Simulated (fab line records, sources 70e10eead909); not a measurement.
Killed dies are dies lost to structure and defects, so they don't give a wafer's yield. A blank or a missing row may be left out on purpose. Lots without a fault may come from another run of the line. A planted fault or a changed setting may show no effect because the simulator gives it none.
Chamber matching | flow nand_harc | NHARC_P_M0_PRE_CLEAN_31 on pecvd-01: 3 sister chambers
The step time 12 s. 6 wafers are shown with their chamber, then 11 later ones without.

WAFERS WITH THEIR CHAMBER
wafer  | chamber | heater_power_w (W)
L084.5 | 2       | 548
L085.1 | 2       | 552
L087.1 | 0       | 631
L087.2 | 1       | 515
L087.6 | 0       | 645
L089.1 | 1       | 590

WAFERS WITHOUT THEIR CHAMBER
wafer  | heater_power_w (W)
L089.2 | 557
L089.6 | 531
L090.1 | 519
L090.4 | 614
L090.6 | 549
L091.1 | 515
L091.2 | 535
L091.4 | 541
L097.2 | 539
L097.4 | 545
L097.6 | 684

WHICH CHAMBER EACH WENT THROUGH
wafer  | from the rows above          | in truth
L089.2 | can't be placed: 1 or 2      | 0
L089.6 | can't be placed: 2 or 1      | 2
L090.1 | can't be placed: 2 or 1      | 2
L090.4 | can't be placed: 0 or 1 or 2 | 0
L090.6 | can't be placed: 2 or 1      | 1
L091.1 | can't be placed: 2 or 1      | 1
L091.2 | can't be placed: 2 or 1      | 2
L091.4 | can't be placed: 2 or 1      | 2
L097.2 | can't be placed: 2 or 1      | 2
L097.4 | can't be placed: 2 or 1      | 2
L097.6 | 0                            | 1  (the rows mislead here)
Placed correctly: 0 of 11. Can't be placed from these rows: 10 (the true chamber is among the candidates in 9). Placed wrongly: 1.
How it was worked out, from the rows above alone: a wafer's distance from a chamber is the root of the sum, over the readings, of the square of ((its reading less the chamber's mean) divided by the reading's scatter). The wafer belongs to the nearest chamber; if the next one is less than 2 further off, it can't be placed. A chamber's mean is the mean of its shown wafers. The scatter: the root of (the sum of the squares of (reading less its chamber's mean) over the shown wafers, divided by (wafers less chambers)).
